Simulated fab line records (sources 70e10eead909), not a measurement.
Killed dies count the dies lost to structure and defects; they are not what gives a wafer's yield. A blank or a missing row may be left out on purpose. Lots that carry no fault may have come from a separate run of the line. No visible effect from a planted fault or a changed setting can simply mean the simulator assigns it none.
fab line records    flow nand_harc
[record] lots = 13  wafers = 38  last_day = 25
route steps=1159 shown A_ZERO_WELL@411 A_SOURCE_PLATE@416 A_ONON_D1@436 A_CHANNEL_HOLE_D1@451 END@1159
lots untouched by any fault: they come from a run of this same line in which no faults occurred
start_h: hours from the record's first day to the start of the lot's first wafer shown    wait_h: hours from the lot's prior step to this one    " the same as in the row above    L1.1+2: several wafers, shown together as one row    - no value, or no start given    * or withheld: withheld    < > ~ a bound
route shown NAME@n: a module of which the file shows steps, and the number in the route of the first    usual: mean/standard deviation taken from wafers without a fault    same: alike in all rows    chamber/n: place in a boat    sites: the reading at each site    _std_site: their standard deviation    _edge_site: the outer-site mean with the inner-site mean subtracted    radius_mm: for every site, how far away it sits from the centre of the wafer    mask NAME#n: copy n    behind: the last tool/chamber to shape the wafer    hold: the reason the lot was held/the length of the hold in hours/how it ended    device: the n, p or np transistor that did not switch    end of line: tests run on the same wafers once the route is complete    a step without rows: its recipe alone    killed: at the first sort, the dies lost to defects and structure; wafer yield is something else    map: a wafer's dies, marking killed ones x, the rest . and places with no die _
set.NAME: setting as actually run; set.NAME@STEP: the setting as run at that earlier step    model.NAME: the simulator's own value behind a step, which no gauge read
one table for each step of the route and one row for each wafer, over a sample of lots
services: the hour from which a tool's chamber was out of use, counted from the record's first day as start_h (under 0 if before that day), plus the number of hours and why
[[steps]]
[step NHARC_A_ZERO_WELL_RTA_16]
[recipe] temp_c = 1000  time_s = 10
[usual] lamp_power_pct = 28.9/1.3  lamp_zone_3_pct = 28.9/1.3  wafer_temp_C_max = 1006.6/1.4
lot.wafer  tool           chamber  start_h  wait_h  lamp_power_pct  lamp_zone_3_pct  wafer_temp_C_max
L265.3     rtp_anneal-02  0        137.70   -       27.3            27.3             1006.6
L265.4     "              0        "        "       27.4            27.3             1006.1
L265.5     "              0        "        "       27.4            27.3             1004.4
L266.1     rtp_anneal-01  0        148.82   -       30.0            30.0             1006.3
L266.4     "              0        "        "       30.0            30.0             1007.6
L266.5     "              0        "        "       30.1            30.1             1006.2
L267.2     rtp_anneal-02  0        150.12   -       27.3            27.3             1004.9
L267.4     "              0        "        "       27.3            27.3             1006.2
L267.6     "              0        "        "       27.3            27.3             1005.6
L270.1     rtp_anneal-02  0        160.90   -       27.3            27.3             1005.3
L270.2     "              0        "        "       27.3            27.3             1007.2
L270.5     "              0        "        "       27.3            27.3             1004.7
L269.3     rtp_anneal-01  0        162.23   -       30.0            30.0             1006.6
L269.4     "              0        "        "       30.1            30.0             1007.4
L269.6     "              0        "        "       30.0            30.0             1009.4
L272.4     rtp_anneal-02  0        169.63   -       27.3            27.3             1005.4
L272.5     "              0        "        "       27.2            27.3             1004.3
L272.6     "              0        "        "       27.3            27.3             1005.6
L273.1     rtp_anneal-01  0        182.53   -       30.1            30.0             1005.6
L273.2     "              0        "        "       30.1            30.0             1006.9
L273.4     "              0        "        "       30.0            30.0             1007.9
L274.2     rtp_anneal-01  0        183.66   -       30.1            30.1             1006.0
L274.3     "              0        "        "       30.1            30.0             1007.2
L274.5     "              0        "        "       30.0            30.1             1005.9
L275.1     rtp_anneal-02  0        198.26   -       27.4            27.3             1004.9
L275.4     "              0        "        "       27.3            27.3             1004.2
L275.5     "              0        "        "       27.3            27.3             1005.9
L276.1     rtp_anneal-02  0        199.73   -       27.3            27.3             1005.3
L276.2     "              0        "        "       27.3            27.3             1005.7
L276.4     "              0        "        "       27.3            27.3             1007.2
L282.2     rtp_anneal-01  0        233.22   -       30.1            30.0             1007.3
L282.3     "              0        "        "       30.0            30.0             1009.3
L282.4     "              0        "        "       30.0            30.1             1008.1
L286.1     rtp_anneal-01  0        257.67   -       30.0            30.1             1008.3
L286.3     "              0        "        "       30.0            30.0             1007.4
L287.1     rtp_anneal-02  0        271.92   -       27.3            27.3             1008.6
L287.3     "              0        "        "       27.3            27.3             1005.3
L287.5     "              0        "        "       27.3            27.3             1005.7
[step NHARC_A_SOURCE_PLATE_THK_MEAS_09]
[recipe] thk_meas_gauge = ellipsometry
[usual] thk_nm = 9.6/1
lot.wafer  tool           chamber  start_h  wait_h  thk_nm
L265.3     film_metro-02  -        145.28   0.4     9.7
L265.4     "              -        "        "       9.9
L265.5     "              -        "        "       10.5
L266.1     film_metro-02  -        157.15   0.4     8.0
L266.4     "              -        "        "       9.1
L266.5     "              -        "        "       8.6
L267.2     film_metro-01  -        157.16   0.4     9.3
L267.4     "              -        "        "       10.1
L267.6     "              -        "        "       8.4
L270.1     film_metro-02  -        168.25   0.4     10.7
L270.2     "              -        "        "       10.7
L270.5     "              -        "        "       9.2
L269.3     film_metro-01  -        168.25   0.4     9.3
L269.4     "              -        "        "       8.6
L269.6     "              -        "        "       10.0
L272.4     film_metro-02  -        176.50   0.4     7.6
L272.5     "              -        "        "       9.8
L272.6     "              -        "        "       8.9
L273.1     film_metro-02  -        191.79   0.4     7.5
L273.2     "              -        "        "       9.6
L273.4     "              -        "        "       10.9
L274.2     film_metro-02  -        191.80   0.4     8.9
L274.3     "              -        "        "       9.2
L274.5     "              -        "        "       10.0
L275.1     film_metro-02  -        208.65   0.4     10.3
L275.4     "              -        "        "       9.8
L275.5     "              -        "        "       9.7
L276.1     film_metro-01  -        208.67   0.4     9.8
L276.2     "              -        "        "       10.7
L276.4     "              -        "        "       9.5
L282.2     film_metro-01  -        240.82   0.4     9.1
L282.3     "              -        "        "       8.1
L282.4     "              -        "        "       11.7
L286.1     film_metro-01  -        265.00   0.4     10.0
L286.3     "              -        "        "       10.8
L287.1     film_metro-01  -        281.10   0.4     11.1
L287.3     "              -        "        "       11.2
L287.5     "              -        "        "       9.0
[step NHARC_A_ONON_D1_DEP_16]
[recipe] target_thk_a = 10000  n2_flow_sccm = 2750  n2o_flow_sccm = 2000  nh3_flow_sccm = 500  sih4_flow_sccm = 210  temp_c = 400
[usual] susceptor_temp_C = 400.02/0.21
lot.wafer  tool           chamber  start_h  wait_h  susceptor_temp_C
L265.3     pecvd_onon-02  0        169.94   0.2     400.03
L265.4     "              0        "        "       400.08
L265.5     "              0        "        "       400.04
L266.1     pecvd_onon-03  0        180.02   0.1     400.03
L266.4     "              0        "        "       400.04
L266.5     "              0        "        "       400.07
L267.2     pecvd_onon-04  0        180.09   0.1     399.95
L267.4     "              0        "        "       399.93
L267.6     "              0        "        "       400.21
L270.1     pecvd_onon-02  0        191.50   0.1     400.05
L270.2     "              0        "        "       399.72
L270.5     "              0        "        "       399.84
L269.3     pecvd_onon-03  0        191.63   0.2     400.39
L269.4     "              0        "        "       400.15
L269.6     "              0        "        "       399.61
L272.4     pecvd_onon-02  0        199.55   0.2     400.06
L272.5     "              0        "        "       400.35
L272.6     "              0        "        "       400.10
L273.1     pecvd_onon-03  0        214.59   0.1     400.06
L273.2     "              0        "        "       400.11
L273.4     "              0        "        "       399.91
L274.2     pecvd_onon-04  0        214.65   0.1     399.93
L274.3     "              0        "        "       400.15
L274.5     "              0        "        "       399.75
L275.1     pecvd_onon-03  0        236.40   0.1     400.05
L275.4     "              0        "        "       400.18
L275.5     "              0        "        "       400.17
L276.1     pecvd_onon-04  0        236.44   0.1     399.82
L276.2     "              0        "        "       400.40
L276.4     "              0        "        "       399.68
L282.2     pecvd_onon-03  0        263.60   0.1     399.93
L282.3     "              0        "        "       399.70
L282.4     "              0        "        "       400.21
L286.1     pecvd_onon-03  0        290.19   0.1     399.66
L286.3     "              0        "        "       399.47
L287.1     pecvd_onon-03  0        304.85   0.1     400.33
L287.3     "              0        "        "       399.94
L287.5     "              0        "        "       400.16
[step NHARC_A_ONON_D1_THK_MEAS_18]
[recipe] thk_meas_gauge = ellipsometry
[usual] thk_nm = 999/8.7
lot.wafer  tool           chamber  start_h  wait_h  thk_nm
L265.3     film_metro-02  -        170.33   -       1007
L265.4     "              -        "        "       1008
L265.5     "              -        "        "       1005
L266.1     film_metro-01  -        180.53   -       1020
L266.4     "              -        "        "       1019
L266.5     "              -        "        "       1019
L267.2     film_metro-02  -        180.54   -       1012
L267.4     "              -        "        "       1013
L267.6     "              -        "        "       1012
L270.1     film_metro-02  -        192.01   -       1009
L270.2     "              -        "        "       1010
L270.5     "              -        "        "       1012
L269.3     film_metro-02  -        192.02   -       998
L269.4     "              -        "        "       998
L269.6     "              -        "        "       998
L272.4     film_metro-01  -        199.88   -       992
L272.5     "              -        "        "       994
L272.6     "              -        "        "       991
L273.1     film_metro-01  -        215.10   -       996
L273.2     "              -        "        "       997
L273.4     "              -        "        "       997
L274.2     film_metro-02  -        215.10   -       1007
L274.3     "              -        "        "       1007
L274.5     "              -        "        "       1006
L275.1     film_metro-01  -        236.91   -       1003
L275.4     "              -        "        "       1002
L275.5     "              -        "        "       1002
L276.1     film_metro-02  -        236.95   -       1001
L276.2     "              -        "        "       1003
L276.4     "              -        "        "       1004
L282.2     film_metro-02  -        264.05   -       988
L282.3     "              -        "        "       748
L282.4     "              -        "        "       990
L286.1     film_metro-01  -        290.70   -       999
L286.3     "              -        "        "       757
L287.1     film_metro-02  -        305.36   -       997
L287.3     "              -        "        "       757
L287.5     "              -        "        "       998
[step NHARC_A_CHANNEL_HOLE_D1_DEP_01]
[recipe] target_thk_a = 1400  target_thk_nm = 140  temp_c = 400  pressure_torr = 3.5  flow_sccm = 200  rf_w = 350  material = SiON
[usual] heater_power_w = 714/93  showerhead_vpp_V = 1163/53  susceptor_temp_C = 400.03/0.21
lot.wafer  tool      chamber  start_h  wait_h  heater_power_w  showerhead_vpp_V  susceptor_temp_C
L265.3     pecvd-04  2        175.93   1.0     850             1223              400.06
L265.5     "         0        "        "       836             1130              400.29
L265.4     "         1        "        "       809             1152              399.88
L266.1     pecvd-03  0        186.58   1.7     643             1171              400.08
L266.5     "         2        "        "       598             1226              400.05
L266.4     "         1        "        "       714             1053              399.86
L267.2     pecvd-02  1        187.07   1.3     602             1150              400.12
L267.6     "         1        "        "       609             1153              400.02
L267.4     "         2        "        "       609             1166              399.76
L270.2     pecvd-03  1        197.69   1.5     647             1039              399.71
L270.1     "         2        "        "       619             1199              400.17
L270.5     "         1        "        "       656             1056              400.08
L269.3     pecvd-03  2        198.29   1.0     629             1216              400.09
L269.6     "         2        "        "       673             1210              399.83
L269.4     "         0        "        "       635             1178              400.41
L272.4     pecvd-02  2        206.12   0.8     578             1144              400.24
L272.6     "         0        "        "       653             1244              399.76
L272.5     "         1        "        "       635             1159              399.75
L273.2     pecvd-04  1        219.95   1.3     700             1125              399.80
L273.1     "         2        "        "       747             1223              400.09
L273.4     "         0        "        "       902             1132              399.91
L274.2     pecvd-04  1        221.20   1.3     797             1132              400.15
L274.3     "         2        "        "       832             1222              400.23
L274.5     "         2        "        "       842             1228              400.10
L275.1     pecvd-04  2        241.90   1.7     847             1233              399.57
L275.4     "         0        "        "       765             1147              400.04
L275.5     "         2        "        "       842             1228              400.03
L276.1     pecvd-04  1        242.04   1.7     781             1169              400.12
L276.2     "         2        "        "       848             1202              400.47
L276.4     "         0        "        "       924             1122              400.31
L282.2     pecvd-02  1        270.02   1.3     697             1145              399.98
L282.4     "         0        "        "       603             1236              400.39
L286.1     pecvd-04  1        296.15   1.9     752             1118              400.14
L287.1     pecvd-04  0        310.32   1.6     758             1157              399.83
L287.5     "         0        "        "       770             1128              399.78
[step NHARC_END_SORT_01]
[recipe] temp_c = 25
[usual] killed_at_array = 27/11  killed_at_other = 0.7/1.1  killed_at_periphery = 3.4/2.1  killed_dies = 31/12  killed_open = 3.6/2  killed_short = 2.0/1.3
[same] gross_dies = 677
lot.wafer  tool       chamber  start_h  wait_h  killed_at_array  killed_at_other  killed_at_periphery  killed_dies  killed_open  killed_short
L282.2     prober-01  0        555.06   2.8     50               3                7                    60           3            2
L282.3     prober-01  0        555.86   3.1     668              1                8                    677          7            1
L282.4     prober-01  0        556.67   3.4     46               0                5                    51           3            0
L286.1     prober-02  0        557.17   2.6     32               0                0                    32           2            1
L286.3     prober-02  0        558.81   3.2     675              0                2                    677          6            4
L287.1     prober-01  0        588.30   2.5     30               4                6                    40           4            2
L287.3     prober-01  0        589.91   3.1     672              3                2                    677          6            1
L287.5     prober-01  0        591.52   3.7     30               2                2                    34           5            1
// killed by level:class
L282.2 A_CHANNEL_HOLE_D1:chamber_film_flake=24 A_SLIT:chamber_film_flake=8 A_CONTACT:chamber_film_flake=8 A_STAIRCASE:chamber_film_flake=7 P_ZERO_WELL:chamber_film_flake=4 THIN_TSV:chamber_film_flake=3 A_WL_FILL:geometric_particle:open=2 P_M0:geometric_particle:short=1
L282.3 A_ONON_D1:area_dep=620 A_CHANNEL_HOLE_D1:chamber_film_flake=19 A_SLIT:chamber_film_flake=13 A_STAIRCASE:chamber_film_flake=5 P_ZERO_WELL:chamber_film_flake=4 A_CONTACT:chamber_film_flake=4 A_BLC:geometric_particle:open=3 P_STI:chamber_film_flake=2
L282.4 A_CHANNEL_HOLE_D1:chamber_film_flake=26 A_STAIRCASE:chamber_film_flake=7 A_SLIT:chamber_film_flake=6 P_ZERO_WELL:chamber_film_flake=4 A_CONTACT:chamber_film_flake=4 P_M2:geometric_particle:open=1 A_CHANNEL_FILL_D1:geometric_particle:open=1 A_CONTACT:geometric_particle:open=1
L286.1 A_CHANNEL_HOLE_D1:chamber_film_flake=19 A_ZERO_WELL:chamber_film_flake=4 A_WL_FILL:chamber_film_flake=2 A_CONTACT:chamber_film_flake=2 A_CHANNEL_FILL_D1:geometric_particle:open=1 A_CONTACT:geometric_particle:short=1 A_CONTACT:geometric_particle:open=1 A_STAIRCASE:chamber_film_flake=1
L286.3 A_ONON_D1:area_dep=630 A_CHANNEL_HOLE_D1:chamber_film_flake=28 A_WL_FILL:geometric_particle:short=2 A_CONTACT:geometric_particle:open=2 A_M0:geometric_particle:open=2 A_SGD_CUT:chamber_film_flake=2 A_CONTACT:chamber_film_flake=2 P_CONTACT:geometric_particle:open=1
L287.1 A_SLIT:chamber_film_flake=11 A_CHANNEL_HOLE_D1:chamber_film_flake=10 THIN_TSV:chamber_film_flake=4 P_ZERO_WELL:chamber_film_flake=3 A_CONTACT:geometric_particle:open=2 A_WL_FILL:chamber_film_flake=2 A_CONTACT:chamber_film_flake=2 P_GATE:geometric_particle:short=1
L287.3 A_ONON_D1:area_dep=646 A_SLIT:chamber_film_flake=9 A_CHANNEL_HOLE_D1:chamber_film_flake=7 A_CONTACT:chamber_film_flake=3 THIN_TSV:chamber_film_flake=3 P_GATE:geometric_particle:open=1 P_CONTACT:geometric_particle:short=1 A_CHANNEL_HOLE_D1:geometric_particle:open=1
L287.5 A_SLIT:chamber_film_flake=12 A_CHANNEL_HOLE_D1:chamber_film_flake=11 P_CONTACT:geometric_particle:open=2 THIN_TSV:chamber_film_flake=2 A_CHANNEL_HOLE_D1:geometric_particle:open=1 A_CONTACT:geometric_particle:open=1 A_BLC:geometric_particle:open=1 A_M0:geometric_particle:short=1
[[services]]
tool           chamber  start_h  hours  kind
pecvd-03       0        124.13   -      clean
pecvd-03       1        124.13   -      clean
pecvd-03       2        124.13   -      clean
pecvd_onon-03  -        153.00   13.0   pm
pecvd-02       -        153.15   13.0   pm
pecvd-03       -        156.91   0.2    repair
pecvd-04       -        195.33   13.0   pm
pecvd-04       0        195.33   13.0   vent_cycle
pecvd-04       1        195.33   13.0   vent_cycle
pecvd-04       2        195.33   13.0   vent_cycle
pecvd-04       0        208.33   -      clean
pecvd-04       1        208.33   -      clean
pecvd-04       2        208.33   -      clean
pecvd_onon-04  -        237.67   13.0   pm
pecvd-02       2        268.68   5.3    repair
pecvd_onon-04  -        270.50   3.1    repair
pecvd_onon-02  -        292.00   13.0   pm
pecvd-03       -        292.33   13.0   pm
pecvd-03       0        292.33   13.0   vent_cycle
pecvd-03       1        292.33   18.8   vent_cycle
pecvd-03       2        292.33   13.0   vent_cycle
pecvd-04       2        292.43   19.0   repair
rtp_anneal-02  -        300.23   12.0   pm
pecvd-03       0        305.33   -      clean
[[key]]
[first_sign] step = NHARC_A_ONON_D1_THK_MEAS_18  reading = thk_nm  direction = down  sigmas = 28  usual = 999  struck = 754
[effect] step = NHARC_END_SORT_01  reading = killed_at_array  direction = up  sigmas = 57  usual = 27  struck = 672
[more_kills_born_at] NHARC_A_ONON_D1_DEP_16@pecvd_onon-03 = 1896
met_at NHARC_A_ONON_D1_DEP_16
struck_lots L282,L286,L287
struck_wafers L282.3,L286.3,L287.3
later_rows_left_out L282.3,L286.3,L287.3
tester_left_out L282,L286,L287
not_acting_at NHARC_A_ZERO_WELL_RTA_16,NHARC_A_SOURCE_PLATE_THK_MEAS_09,NHARC_A_CHANNEL_HOLE_D1_DEP_01
onset_between 236.40 263.60
[fault] kind = process_parameter_drift  tool = pecvd_onon-03  chamber = -  onset_h = 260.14  steps = NHARC_A_ONON_D1_DEP_16  channel = target_thk_a  offset = *  shape = step  end_h = 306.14  scope = struck_wafers_only  acts_in = *  stated = *
// tester_left_out: of these lots the tester's yield and bins aren't shown, on N5 and GAA mostly nor the transistor test; their killed dies are dies lost to structure and defects alone, not to doping, threshold or leakage, so they don't give the yield
// later_rows_left_out: the simulator's readings of these wafers behind a module that went badly wrong aren't trusted and aren't shown, but for the sort
